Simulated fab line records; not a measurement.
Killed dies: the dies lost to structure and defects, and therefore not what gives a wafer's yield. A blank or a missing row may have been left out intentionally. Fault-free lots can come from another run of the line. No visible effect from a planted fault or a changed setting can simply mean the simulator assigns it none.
Chamber matching -- flow nandHarc -- 4 sister chambers for NHARC_A_BLC_ETCH_16 on rieDiel-13
The step etches the open film in CF4, target depth 39 nm, time 65 s. 16 wafers are shown with their chamber, then 8 later ones without.

WAFERS WITH THEIR CHAMBER
wafer,chamber,showerheadPlenumPTorr (Torr),drypumpMotorCurrentA (A),rfVppV (V)
L077.1,3,1.81,6.1,151.9
L077.2,0,1.76,5.8,150.8
L077.6,2,1.80,5.7,151.8
L079.2,3,1.81,6.0,150.5
L079.5,3,1.81,6.1,151.5
L079.6,2,1.80,5.6,152.5
L081.2,2,1.80,5.7,151.2
L081.4,0,1.76,5.8,149.9
L081.6,3,1.81,6.1,151.1
L092.2,3,1.80,6.1,152.1
L092.3,2,1.80,5.6,152.6
L092.4,0,1.76,5.7,150.9
L088.1,3,1.80,6.1,152.7
L088.4,1,1.72,5.7,150.5
L088.6,1,1.72,5.6,151.7
L090.1,1,1.72,5.6,150.1

SIGNATURES (means of the wafers above)
reading,chamber 0,chamber 1,chamber 2,chamber 3,scatter within a chamber
showerheadPlenumPTorr,1.7600,1.7200,1.8000,1.8067,0.00333
drypumpMotorCurrentA,5.767,5.633,5.650,6.083,0.0514
rfVppV,150.533,150.767,152.025,151.633,0.724
Rule: for each reading, subtract the chamber's mean from the wafer's reading, divide by that reading's scatter and square the result; add these up over the readings and take the root, which gives the wafer's distance from the chamber. The wafer belongs to the nearest chamber; if the next one is less than 2 further off, it can't be placed. The scatter is the square root of a quotient: the sum, over the shown wafers, of each reading's squared deviation from its chamber's mean, divided by wafers minus chambers.

WAFERS WITH NO CHAMBER GIVEN
wafer,showerheadPlenumPTorr (Torr),drypumpMotorCurrentA (A),rfVppV (V)
L090.3,1.76,5.8,150.7
L090.6,1.80,6.1,151.1
L095.1,1.76,5.8,149.8
L095.3,1.80,5.6,150.6
L095.4,1.72,5.6,150.9
L097.2,1.80,5.7,154.1
L097.4,1.80,6.1,151.4
L097.5,1.80,5.7,150.6

THE CHAMBER EACH PASSED THROUGH
wafer,from the rows above,in truth
L090.3,0,0
L090.6,3,3
L095.1,0,0
L095.3,2,2
L095.4,1,1
L097.2,2,2
L097.4,3,3
L097.5,2,2
Correctly placed: 8 of 8. Number that these rows cannot place: 0. Placed wrongly: 0.
